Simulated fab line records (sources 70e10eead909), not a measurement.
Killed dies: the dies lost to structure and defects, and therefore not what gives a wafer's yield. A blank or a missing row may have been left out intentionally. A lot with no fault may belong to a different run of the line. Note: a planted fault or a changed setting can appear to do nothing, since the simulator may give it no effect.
2 desks, one fault    flow nand_harc    only its own numbers are on each desk; what lay behind them is given at the end

## METROLOGY DESK
What the gauges read, lot by lot, whatever tool the lot ran on: means of the sampled wafers that have a number. The brackets show how far a lot's mean lies from the usual mean; more than 4 standard deviations puts the lot out of limits, marked OUT.
Columns: A = cd_nm at NHARC_P_ZERO_WELL_CD_MEAS_11, usual 499.8 nm
lot   first seen here  A
L962  day 1 21:09      497.6
L964  day 2 17:16      499.5
L965  day 3 03:37      500.6
L966  day 3 13:14      500.5
L967  day 4 09:14      500.3
L968  day 4 09:17      498.4
L970  day 5 05:23      499.1
L971  day 5 15:14      501.4
L974  day 6 21:31      499.9
L975  day 7 07:18      499.3
L980  day 9 09:14      543.0 (+29) OUT
L981  day 9 19:14      543.8 (+29) OUT
This desk finds L980, L981 out of limits, L980 being first, at day 9 09:14 (cd_nm at NHARC_P_ZERO_WELL_CD_MEAS_11). Within limits: L962, L964, L965, L966, L967, L968, L970, L971, L974, L975.

## FOR THE TOOL OWNER'S DESK: litho_track-05
The tool's own readings at NHARC_P_ZERO_WELL_SOFTBAKE_06 (time 70 s): means of the sampled wafers that have a number, for each lot that ran on this tool. The brackets show how far a lot's mean lies from the usual mean; more than 4 standard deviations puts the lot out of limits, marked OUT.
Columns: A = heater_power_total_W at NHARC_P_ZERO_WELL_SOFTBAKE_06, usual 200.7 W; B = plate_temp_C at NHARC_P_ZERO_WELL_SOFTBAKE_06, usual 125.03 C; C = resist_line_temp_C at NHARC_P_ZERO_WELL_SOFTBAKE_06, usual 22.98 C
lot   first seen here  A                B       C
L964  day 2 16:00      200.9            125.17  22.98
L980  day 9 08:00      234.5 (+28) OUT  124.97  22.98
L981  day 9 18:00      233.9 (+28) OUT  124.89  22.96
This desk finds L980, L981 out of limits, L980 being first, at day 9 08:00 (heater_power_total_W at NHARC_P_ZERO_WELL_SOFTBAKE_06). Within limits: L964.

## ALL TOGETHER
The tool owner's desk had the chance to raise an alarm at day 9 08:00 on L980, L981.
At day 9 09:14 the metrology desk could have sounded an alarm, on L980, L981.
On litho_track-05, each named lot ran NHARC_P_ZERO_WELL_SOFTBAKE_06.

## WHAT THE SIMULATOR PUT IN
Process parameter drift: litho_track-05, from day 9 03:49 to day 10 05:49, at NHARC_P_ZERO_WELL_SOFTBAKE_06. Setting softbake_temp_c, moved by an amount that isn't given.
Shown lots that were struck: L980, L981.
Counting hours from when the fault started, the first reading out of limits came at 4 for the tool owner's desk and at 5 for the metrology desk.
